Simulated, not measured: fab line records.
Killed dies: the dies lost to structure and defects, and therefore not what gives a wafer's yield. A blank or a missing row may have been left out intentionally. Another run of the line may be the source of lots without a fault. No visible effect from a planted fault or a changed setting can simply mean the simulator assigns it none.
Matching of chambers -- flow n5_finfet -- N5_BEOL_M11_DESCUM_33 on rie_diel-04 has 4 sister chambers
The step chemistry O2, time 7.9 s. 8 wafers are shown with their chamber, then 9 later ones without.

== WAFERS, EACH WITH ITS CHAMBER ==
wafer,chamber,drypump_motor_current_A (A),throttle_valve_pct (%)
L075.5,1,5.7,20.58
L082.2,3,6.4,20.57
L087.1,1,5.6,20.60
L087.2,2,4.7,19.98
L087.4,0,5.3,20.33
L090.1,0,5.3,20.34
L090.2,3,6.4,20.60
L090.6,2,4.7,19.99

== WAFERS WITH NO CHAMBER GIVEN ==
wafer,drypump_motor_current_A (A),throttle_valve_pct (%)
L091.2,4.7,19.98
L091.3,5.2,20.33
L091.4,6.4,20.58
L089.2,5.7,20.62
L089.3,4.8,19.98
L089.6,5.3,20.33
L093.1,6.4,20.61
L093.5,5.2,20.34
L093.6,6.4,20.59

== THE CHAMBER EACH PASSED THROUGH ==
wafer,from the rows above,in truth
L091.2,2,2
L091.3,0,0
L091.4,3,3
L089.2,1,1
L089.3,2,2
L089.6,0,0
L093.1,3,3
L093.5,0,0
L093.6,3,3
Placed correctly: 9 of 9. Not placeable from these rows: 0. Wrongly placed: 0.
How it was worked out, from the rows above alone: a wafer's distance from a chamber is the root of the sum, over the readings, of the square of ((its reading less the chamber's mean) divided by the reading's scatter). The wafer belongs to the nearest chamber; if the next one is less than 2 further off, it can't be placed. Each chamber's mean is taken over the wafers shown for it. The scatter: the root of (the sum of the squares of (reading less its chamber's mean) over the shown wafers, divided by (wafers less chambers)).
